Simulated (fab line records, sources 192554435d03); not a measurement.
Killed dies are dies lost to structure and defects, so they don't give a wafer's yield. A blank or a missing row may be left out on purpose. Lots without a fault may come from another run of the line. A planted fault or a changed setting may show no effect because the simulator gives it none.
Which tool did it? | flow n5_finfet | 9 lots, 27 wafers sampled, at 5 steps of a route of 1938

WHAT THE GAUGES READ, wafer by wafer
N5_BEOL_M4_RC_MEAS_101. Usual: DIBL_N 36.0 mV/V, standard deviation 1.4; DIBL_P 36.1 mV/V, standard deviation 1.4; IOFF_N 0.153 nA/um, standard deviation 0.02; IOFF_P 0.211 nA/um, standard deviation 0.026; ION_N 673 uA/um, standard deviation 8.7; ION_P 463 uA/um, standard deviation 6.7; SS_N 71.5 mV/dec, standard deviation 0.5; SS_P 73.3 mV/dec, standard deviation 0.54; VT_N 250.1 mV, standard deviation 2.4; VT_P -250.2 mV, standard deviation 2.9.
lot  | measured     | on        | DIBL_N (mV/V)  | DIBL_P (mV/V)  | IOFF_N (nA/um)    | IOFF_P (nA/um)    | ION_N (uA/um) | ION_P (uA/um) | SS_N (mV/dec)  | SS_P (mV/dec)  | VT_N (mV)         | VT_P (mV)            | flag
L868 | day 8 12:46  | prober-01 | 36.9 34.7 35.8 | 35.7 33.8 34.9 | 0.169 0.130 0.143 | 0.195 0.173 0.187 | 674 668 673   | 459 460 456   | 72.0 71.6 71.6 | 73.6 72.5 73.9 | 250.0 255.9 253.5 | -252.6 -253.0 -253.9 |
L871 | day 9 10:25  | prober-02 | 34.5 35.4 37.4 | 35.0 36.9 38.7 | 0.131 0.152 0.186 | 0.171 0.188 0.217 | 666 674 685   | 456 463 463   | 71.5 70.7 71.4 | 72.7 74.0 73.5 | 252.6 249.2 247.3 | -254.4 -253.0 -250.4 |
L872 | day 9 21:12  | prober-02 | 39.5 38.2 39.3 | 39.0 37.3 38.9 | 0.195 0.171 0.192 | 0.247 0.214 0.249 | 684 676 687   | 470 467 472   | 71.6 71.2 71.3 | 74.6 73.8 74.3 | 245.6 248.8 249.0 | -248.0 -250.4 -251.1 |
L874 | day 10 14:56 | prober-01 | 34.6 34.5 35.4 | 35.6 34.9 36.6 | 0.142 0.141 0.153 | 0.207 0.189 0.216 | 669 669 672   | 465 454 465   | 71.8 71.3 71.6 | 73.1 73.5 73.7 | 251.7 252.4 249.5 | -248.8 -252.2 -251.7 |
L877 | day 11 23:56 | prober-02 | 39.0 36.5 34.7 | 39.5 36.3 33.6 | 0.212 0.155 0.127 | 0.261 0.206 0.164 | 686 664 661   | 467 463 454   | 72.0 71.4 70.8 | 74.4 73.7 72.8 | 245.7 248.2 253.4 | -248.4 -250.4 -255.1 |
L878 | day 11 22:42 | prober-02 | 33.7 34.2 36.5 | 35.3 35.4 38.1 | 0.126 0.141 0.173 | 0.196 0.199 0.238 | 657 685 681   | 457 462 470   | 71.5 71.2 72.2 | 73.2 73.5 73.6 | 254.5 253.0 249.7 | -250.8 -251.9 -248.4 |
L883 | day 13 03:16 | prober-01 | 37.0 36.8 36.0 | 36.9 36.3 35.9 | 0.184 0.175 0.165 | 0.281 0.255 0.241 | 697 691 681   | 482 478 467   | 71.4 71.3 71.2 | 73.5 73.3 73.2 | 244.1 244.7 248.3 | -239.9 -242.6 -243.3 |
L885 | day 12 16:48 | prober-02 | 37.8 36.3 35.1 | 37.3 35.2 33.9 | 0.176 0.149 0.128 | 0.246 0.212 0.191 | 677 681 663   | 463 464 456   | 71.3 71.2 70.4 | 74.0 72.4 72.5 | 246.6 250.1 251.8 | -247.6 -247.3 -249.2 |
L888 | day 15 11:11 | prober-02 | 34.5 33.6 34.5 | 36.3 33.6 35.7 | 0.150 0.121 0.142 | 0.208 0.162 0.187 | 664 659 665   | 459 449 454   | 70.8 70.5 70.2 | 73.9 73.1 72.9 | 246.7 250.9 249.3 | -250.5 -253.8 -254.0 |

WHICH TOOL RAN EACH LOT (tool, then ch and the chambers of the sampled wafers, then the start)
lot  | N5_SD_EPI_N_ETCH_45               | N5_SD_EPI_N_ETCH_16               | N5_SD_EPI_N_VAPOR_ETCH_50      | N5_SD_EPI_P_COAT_34
L868 | rie_diel-04 ch 1,3, day 3 06:25   | rie_diel-04 ch 1,3, day 3 06:31   | epi_rpcvd-02 ch 0, day 3 07:34 | litho_track-04 ch 0, day 3 10:37
L871 | rie_diel-05 ch 0,2,3, day 4 01:43 | rie_diel-05 ch 0,2,3, day 4 01:49 | epi_rpcvd-03 ch 0, day 4 02:45 | litho_track-04 ch 0, day 4 05:13
L872 | rie_diel-04 ch 0,2,3, day 4 08:09 | rie_diel-04 ch 0,2,3, day 4 08:15 | epi_rpcvd-03 ch 0, day 4 09:07 | litho_track-02 ch 0, day 4 11:37
L874 | rie_diel-05 ch 0,1,3, day 4 19:05 | rie_diel-05 ch 0,1,3, day 4 19:11 | epi_rpcvd-02 ch 0, day 4 20:08 | litho_track-02 ch 0, day 4 22:35
L877 | rie_diel-04 ch 0,2, day 5 20:15   | rie_diel-04 ch 0,2, day 5 20:22   | epi_rpcvd-04 ch 0, day 5 21:38 | litho_track-04 ch 0, day 6 01:28
L878 | rie_diel-01 ch 1,3, day 5 20:35   | rie_diel-01 ch 1,3, day 5 20:41   | epi_rpcvd-02 ch 0, day 5 21:34 | litho_track-02 ch 0, day 6 00:04
L883 | rie_diel-04 ch 1,2,3, day 7 01:21 | rie_diel-04 ch 1,2,3, day 7 01:27 | epi_rpcvd-02 ch 0, day 7 02:20 | litho_track-02 ch 0, day 7 05:19
L885 | rie_diel-04 ch 0,1,3, day 7 17:40 | rie_diel-04 ch 0,1,3, day 7 17:46 | epi_rpcvd-04 ch 0, day 7 18:46 | litho_track-02 ch 0, day 7 22:10
L888 | rie_diel-04 ch 0,1, day 8 09:20   | rie_diel-04 ch 0,1, day 8 09:26   | epi_rpcvd-02 ch 0, day 8 10:21 | litho_track-04 ch 0, day 8 12:53
- N5_SD_EPI_N_ETCH_45: etches SiOCN in CH3F/O2, target depth 6 nm.
- N5_SD_EPI_N_ETCH_16: etches SiO2 in CHF3/O2, target depth 5 nm.
- N5_SD_EPI_N_VAPOR_ETCH_50: etches Si in HCl, time 54 s.
- N5_SD_EPI_P_COAT_34: time 60 s, resist thk 350 nm.

WHAT THE TOOLS THEMSELVES READ (means of the sampled wafers that have a number; where no wafer has one, the mark that the record gives instead)
N5_SD_EPI_N_ETCH_45. Usual: chamber_pressure_mTorr 15.000 mTorr, standard deviation 0.012; drypump_motor_current_A 5.7 A, standard deviation 0.48; oes_product_au 0.78 a.u., standard deviation 0.064; rf_vpp_V 127.4 V, standard deviation 0.9; showerhead_plenum_p_Torr 2.00 Torr, standard deviation 0.072; throttle_valve_pct 23.39 %, standard deviation 0.22.
lot  | tool        | chamber_pressure_mTorr (mTorr) | drypump_motor_current_A (A) | oes_product_au (a.u.) | rf_vpp_V (V) | showerhead_plenum_p_Torr (Torr) | throttle_valve_pct (%) | flag
L868 | rie_diel-04 | 15.022                         | 6.0                         | 0.87                  | 127.8        | 2.01                            | 23.20                  |
L871 | rie_diel-05 | 14.995                         | 5.5                         | 0.75                  | 127.9        | 2.02                            | 23.64                  |
L872 | rie_diel-04 | 14.998                         | 6.2                         | 0.82                  | 127.7        | 2.04                            | 23.23                  |
L874 | rie_diel-05 | 14.982                         | 5.2                         | 0.80                  | 127.0        | 2.01                            | 23.59                  |
L877 | rie_diel-04 | 14.989                         | 5.9                         | 0.77                  | 127.5        | 1.97                            | 23.19                  |
L878 | rie_diel-01 | 14.998                         | 5.6                         | 0.74                  | 127.1        | 1.96                            | 23.23                  |
L883 | rie_diel-04 | 14.990                         | 6.1                         | 0.80                  | 127.3        | 2.03                            | 23.32                  |
L885 | rie_diel-04 | 14.994                         | 6.1                         | 0.82                  | 127.6        | 1.99                            | 23.19                  |
L888 | rie_diel-04 | 14.997                         | 5.8                         | 0.78                  | 126.6        | 1.92                            | 23.13                  |

N5_SD_EPI_N_ETCH_16. Usual: chamber_pressure_mTorr 30.000 mTorr, standard deviation 0.025; drypump_motor_current_A 5.7 A, standard deviation 0.48; oes_product_au 0.78 a.u., standard deviation 0.064; rf_vpp_V 522 V, standard deviation 5.7; showerhead_plenum_p_Torr 2.41 Torr, standard deviation 0.084; throttle_valve_pct 18.96 %, standard deviation 0.21.
lot  | tool        | chamber_pressure_mTorr (mTorr) | drypump_motor_current_A (A) | oes_product_au (a.u.) | rf_vpp_V (V) | showerhead_plenum_p_Torr (Torr) | throttle_valve_pct (%) | flag
L868 | rie_diel-04 | 29.997                         | 6.0                         | 0.87                  | 517          | 2.42                            | 18.75                  |
L871 | rie_diel-05 | 30.012                         | 5.5                         | 0.75                  | 530          | 2.44                            | 19.18                  |
L872 | rie_diel-04 | 30.007                         | 6.2                         | 0.81                  | 521          | 2.46                            | 18.82                  |
L874 | rie_diel-05 | 29.970                         | 5.2                         | 0.80                  | 527          | 2.42                            | 19.13                  |
L877 | rie_diel-04 | 30.006                         | 5.9                         | 0.77                  | 521          | 2.38                            | 18.82                  |
L878 | rie_diel-01 | 29.996                         | 5.6                         | 0.74                  | 521          | 2.37                            | 18.82                  |
L883 | rie_diel-04 | 30.000                         | 6.1                         | 0.80                  | 519          | 2.46                            | 18.89                  |
L885 | rie_diel-04 | 30.016                         | 6.1                         | 0.82                  | 521          | 2.41                            | 18.76                  |
L888 | rie_diel-04 | 29.990                         | 5.8                         | 0.78                  | 520          | 2.33                            | 18.76                  |

N5_SD_EPI_N_VAPOR_ETCH_50. Usual: chamber_pressure_Torr 20.00 Torr, standard deviation 0.043; throttle_valve_pct 11.78 %, standard deviation 0.17.
lot  | tool         | chamber_pressure_Torr (Torr) | throttle_valve_pct (%) | flag
L868 | epi_rpcvd-02 | 19.98                        | 11.85                  |
L871 | epi_rpcvd-03 | 20.04                        | 11.82                  |
L872 | epi_rpcvd-03 | 20.01                        | 11.59                  |
L874 | epi_rpcvd-02 | 20.03                        | 11.75                  |
L877 | epi_rpcvd-04 | 20.02                        | 11.80                  |
L878 | epi_rpcvd-02 | 20.01                        | 11.93                  |
L883 | epi_rpcvd-02 | 20.01                        | 12.01                  |
L885 | epi_rpcvd-04 | 20.02                        | 11.82                  |
L888 | epi_rpcvd-02 | 20.05                        | 11.87                  |

N5_SD_EPI_P_COAT_34. Usual: heater_power_total_W 500.5 W, standard deviation 1.7; plate_temp_C 250.05 C, standard deviation 0.17.
lot  | tool           | heater_power_total_W (W) | plate_temp_C (C) | flag
L868 | litho_track-04 | 500.4                    | 250.11           |
L871 | litho_track-04 | 500.2                    | 250.02           |
L872 | litho_track-02 | 498.7                    | 249.95           |
L874 | litho_track-02 | 500.2                    | 249.86           |
L877 | litho_track-04 | 500.4                    | 250.05           |
L878 | litho_track-02 | 501.3                    | 250.15           |
L883 | litho_track-02 | 490.4                    | 245.70           | OFF
L885 | litho_track-02 | 488.5                    | 245.70           | OFF
L888 | litho_track-04 | 500.1                    | 249.94           |

THE ANSWER, worked out from the rows above alone
Rule: a lot is off if the mean of its wafers that have a number lies more than 3 standard deviations from the usual mean. A lot without any number at a reading at which 4 lots or more have one is off too. The other lots that the step has rows for count as sound. The gauges are gone through in route order, then the tools' own readings, and for those a lot's mean is taken as printed above. The first step at which some lot is off is used, and at that step the reading that is off furthest; a lot without a number counts as furthest.
Off: L883, L885, at N5_SD_EPI_P_COAT_34 (plate_temp_C).
A tool fits if, at that step or a process step before it, it ran every lot that is off, and no sound lot after the first of them. One fits: litho_track-02 at N5_SD_EPI_P_COAT_34. Its last sound lot is L878 (day 6 00:04), its first lot that is off L883 (day 7 05:19): a fault that began between those two fits.
The tool's own readings at N5_SD_EPI_P_COAT_34 bear it out: on the lots that are off they differ by more than 5 times the standard deviation of the sound lots' means. heater_power_total_W reads 489.4 W there against 500.2 W on the sound lots; plate_temp_C reads 245.70 C there against 250.01 C on the sound lots.

WHAT THE SIMULATOR HAD PUT IN
Process parameter drift: litho_track-02, from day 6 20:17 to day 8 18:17, at N5_SD_EPI_P_COAT_34. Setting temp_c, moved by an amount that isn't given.
Lots struck among those shown: L885, L883. The rule above found the same.
